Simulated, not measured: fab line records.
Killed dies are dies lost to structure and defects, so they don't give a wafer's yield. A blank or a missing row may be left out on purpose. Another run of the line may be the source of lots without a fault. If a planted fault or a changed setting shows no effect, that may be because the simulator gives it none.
Matching of chambers ; flow nand_harc ; 4 sister chambers for NHARC_A_CONTACT_DESCUM_47 on rie_diel-13
The step chemistry O2, time 3 s. 20 wafers are shown with their chamber, then 10 later ones without.

WAFERS PAIRED WITH THEIR CHAMBERS
wafer;chamber;showerhead_plenum_p_Torr (Torr);drypump_motor_current_A (A);oes_product_au (a.u.)
L076.1;0;1.91;5.6;1.002
L076.3;3;1.99;6.2;0.996
L076.6;2;1.81;6.0;1.015
L078.1;1;1.94;5.2;1.006
L078.3;0;1.91;5.6;1.005
L078.5;2;1.81;6.0;1.027
L080.1;1;1.94;5.2;1.021
L080.4;0;1.91;5.6;0.980
L080.5;0;1.91;5.5;0.991
L082.3;2;1.81;6.0;1.030
L082.5;0;1.91;5.5;0.995
L082.6;3;1.98;6.2;1.016
L084.1;1;1.94;5.2;0.996
L084.3;0;1.91;5.6;0.993
L084.6;2;1.81;6.0;1.016
L083.1;1;1.94;5.2;1.027
L083.3;0;1.91;5.6;1.004
L083.5;2;1.81;6.0;1.026
L090.1;3;1.98;6.2;1.008
L090.3;0;1.91;5.6;0.994

SIGNATURES (means of the wafers above)
reading;chamber 0;chamber 1;chamber 2;chamber 3;scatter within a chamber
showerhead_plenum_p_Torr;1.9100;1.9400;1.8100;1.9833;0.00204
drypump_motor_current_A;5.575;5.200;6.000;6.200;0.0306
oes_product_au;0.99550;1.01250;1.02280;1.00667;0.00955
Rule: a wafer lies at a distance from a chamber equal to the root of the sum of squares, over the readings, of (its reading less the chamber's mean, divided by the reading's scatter). The wafer belongs to the nearest chamber; if the next one is less than 2 further off, it can't be placed. How the scatter is found: for the shown wafers, subtract from each reading the mean of its chamber, square and add these, divide the total by (wafers less chambers), then take the root.

WAFERS WHOSE CHAMBER IS MISSING
wafer;showerhead_plenum_p_Torr (Torr);drypump_motor_current_A (A);oes_product_au (a.u.)
L090.6;1.81;6.1;1.018
L091.3;1.91;5.6;1.001
L091.4;1.98;6.2;1.009
L091.5;1.81;6.0;1.020
L095.1;1.94;5.2;1.019
L095.2;1.81;6.0;1.013
L095.4;1.98;6.2;1.016
L097.1;1.81;6.1;1.008
L097.2;1.91;5.6;0.987
L097.6;1.91;5.6;0.982

EACH ONE'S CHAMBER
wafer;from the rows above;in truth
L090.6;2;2
L091.3;0;0
L091.4;3;3
L091.5;2;2
L095.1;1;1
L095.2;2;2
L095.4;3;3
L097.1;2;2
L097.2;0;0
L097.6;0;0
Correctly placed: 10 of 10. Can't be placed from these rows: 0. Wrongly placed: 0.
